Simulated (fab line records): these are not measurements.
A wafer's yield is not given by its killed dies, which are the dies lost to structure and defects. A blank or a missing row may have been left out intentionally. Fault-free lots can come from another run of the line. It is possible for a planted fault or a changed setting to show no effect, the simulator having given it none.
Split-lot experiment	flow n5Finfet	route with 1938 steps; 7 lots, 21 wafers read

== THE SPLIT ITSELF ==
At N5_BEOL_M5_ETCH_41 (etches SiCN in CH3F/O2, target depth 31.5 nm, time 56.7 s), the setting sourceW was moved away from the recipe's 395 W on 7 of the 21 wafers read, by -16.3% to +9.8%. All remaining wafers had this setting at the recipe value.

The reading comes from the split's own step.

== THE READING ==
rfVppV, in V, at N5_BEOL_M5_ETCH_41 (etches SiCN in CH3F/O2, target depth 31.5 nm, time 56.7 s). Fault-free wafers of this fab line usually give 297.5 V, standard deviation 1.8 V.

wafer	tool, chamber at the split	sourceW as run, W	against the recipe	rfVppV, V	against lot-mates on the recipe
L074.1	rieDiel-06, 3	330.7	-16.3%	318.6	+21.2
L074.3	rieDiel-06, 1	395	recipe	297.4	-
L074.5	rieDiel-06, 0	330.7	-16.3%	314.9	+17.5
L078.1	rieDiel-01, 1	395	recipe	297.4	-
L078.2	rieDiel-01, 0	339.2	-14.1%	315.5	+19.5
L078.5	rieDiel-01, 2	395	recipe	294.7	-
L080.1	rieDiel-01, 0	395	recipe	299.7	-
L080.3	rieDiel-01, 1	395	recipe	298.1	-
L080.4	rieDiel-01, 2	395	recipe	295.0	-
L086.1	rieDiel-01, 3	348.3	-11.8%	308.4	+10.9
L086.3	rieDiel-01, 1	395	recipe	297.5	-
L086.4	rieDiel-01, 0	348.3	-11.8%	310.8	+13.3
L088.1	rieDiel-03, 1	395	recipe	300.4	-
L088.2	rieDiel-03, 2	433.6	+9.8%	285.2	-15.2
L088.3	rieDiel-03, 0	433.6	+9.8%	289.8	-10.6
L087.1	rieDiel-06, 3	395	recipe	299.5	-
L087.2	rieDiel-06, 1	395	recipe	298.4	-
L087.3	rieDiel-06, 0	395	recipe	295.5	-
L096.2	rieDiel-03, 3	395	recipe	297.0	-
L096.3	rieDiel-03, 2	395	recipe	296.7	-
L096.6	rieDiel-03, 2	395	recipe	296.5	-

THE FIT
A straight line over all 21 wafers: rfVppV changes by -1.13 V for each +1% of sourceW; r = -0.98; the points scatter about the line by 1.9 V.
The same after taking each lot's own level away (the mean of its wafers on the recipe; 21 wafers): -1.21 V for each +1%; r = -0.98; scatter 1.8 V.
On that fit, the largest move of sourceW shifts the reading by 20 V.
Measured against the standard deviation above, the lots' own levels, which go from 296.05 to 300.40 V, span 2.4 times it.
So the lot-to-lot level changes the slope little: the two slopes agree.
Check: for one of the wafers moved furthest among these (-16.3%), held out of the fit, the line's prediction against its lot-mates is +19 V. Against them it came out at +21.2 V.
Tool readings at the split's step, against how far the setting was moved: rfVppV r = -0.98.

== OTHER SPLITS APPLIED TO THESE WAFERS ==
Other splits were also applied to these wafers ahead of the reading. Each is held against what the fit with the lots' levels taken away leaves over:
other split on the same wafers	wafers away from the commonest value	r with rfVppV (lot level and that fit taken away)
N5_BEOL_M4_COAT_22 spinRpm	8	-0.35
N5_BEOL_M5_COAT_05 spinRpm	8	-0.19
N5_BEOL_M5_ETCH_72 sourceW	4	+0.28
N5_BEOL_M5_TRENCH_ETCH_37 sourceW	9	+0.23

== THE WHOLE CHAIN: every reading that the file lists as answering this split, in the file's order ==
step	what it does	reading	change (the file's fit)	r (the file's)
N5_BEOL_M5_ETCH_41	etches SiCN in CH3F/O2, target depth 31.5 nm, time 56.7 s	rfVppV	-1.23 V for each +1% of the setting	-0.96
N5_BEOL_M5_ETCH_41	etches SiCN in CH3F/O2, target depth 31.5 nm, time 56.7 s	etch.depthNm (the simulator's own value, which no gauge read)	+0.115 nm for each +1% of the setting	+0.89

== FILE'S OWN FIT ==
rfVppV changes by -1.23 V for each +1% of sourceW, r = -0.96.
